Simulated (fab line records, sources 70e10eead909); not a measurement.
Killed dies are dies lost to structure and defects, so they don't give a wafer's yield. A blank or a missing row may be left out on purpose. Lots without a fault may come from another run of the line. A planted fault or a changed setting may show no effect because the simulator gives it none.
Chamber matching | flow nand_harc | NHARC_P_GATE_DESCUM_61 on rie_diel-03: 4 sister chambers
The step chemistry O2, time 3 s. 14 wafers are shown with their chamber, then 7 later ones without.

WAFERS WITH THEIR CHAMBER
wafer  | chamber | showerhead_plenum_p_Torr (Torr) | drypump_motor_current_A (A) | oes_product_au (a.u.)
L081.2 | 1       | 1.85                            | 5.3                         | 0.982
L081.3 | 3       | 1.85                            | 5.2                         | 0.991
L081.4 | 0       | 1.95                            | 5.7                         | 0.992
L082.1 | 1       | 1.85                            | 5.3                         | 0.989
L082.4 | 3       | 1.85                            | 5.2                         | 0.997
L082.6 | 0       | 1.94                            | 5.7                         | 1.007
L089.1 | 2       | 1.99                            | 5.7                         | 0.999
L089.4 | 2       | 1.99                            | 5.8                         | 1.003
L089.5 | 1       | 1.85                            | 5.2                         | 0.977
L088.1 | 0       | 1.94                            | 5.7                         | 0.988
L088.2 | 1       | 1.85                            | 5.3                         | 0.972
L088.3 | 2       | 1.98                            | 5.7                         | 1.009
L091.1 | 0       | 1.94                            | 5.7                         | 0.992
L091.3 | 3       | 1.84                            | 5.2                         | 0.989

SIGNATURES (means of the wafers above)
reading                  | chamber 0 | chamber 1 | chamber 2 | chamber 3 | scatter within a chamber
showerhead_plenum_p_Torr | 1.9425    | 1.8500    | 1.9867    | 1.8467    | 0.00456
drypump_motor_current_A  | 5.700     | 5.275     | 5.733     | 5.200     | 0.0376
oes_product_au           | 0.99475   | 0.98000   | 1.00367   | 0.99233   | 0.00674
Rule: a wafer's distance from a chamber is the root of the sum, over the readings, of the square of ((its reading less the chamber's mean) divided by the reading's scatter). The wafer belongs to the nearest chamber; if the next one is less than 2 further off, it can't be placed. The scatter: the root of (the sum of the squares of (reading less its chamber's mean) over the shown wafers, divided by (wafers less chambers)).

WAFERS WITHOUT THEIR CHAMBER
wafer  | showerhead_plenum_p_Torr (Torr) | drypump_motor_current_A (A) | oes_product_au (a.u.)
L091.6 | 1.98                            | 5.7                         | 0.995
L092.1 | 1.84                            | 5.2                         | 0.992
L092.3 | 1.98                            | 5.7                         | 1.007
L092.6 | 1.84                            | 5.2                         | 0.990
L096.1 | 1.94                            | 5.6                         | 0.980
L096.2 | 1.98                            | 5.7                         | 1.015
L096.6 | 1.85                            | 5.2                         | 0.970

WHICH CHAMBER EACH WENT THROUGH
wafer  | from the rows above     | in truth
L091.6 | 2                       | 2
L092.1 | can't be placed: 3 or 1 | 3
L092.3 | 2                       | 2
L092.6 | can't be placed: 3 or 1 | 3
L096.1 | 0                       | 0
L096.2 | 2                       | 2
L096.6 | can't be placed: 1 or 3 | 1
Placed correctly: 4 of 7. Can't be placed from these rows: 3 (the true chamber is among the candidates in 3). Placed wrongly: 0.
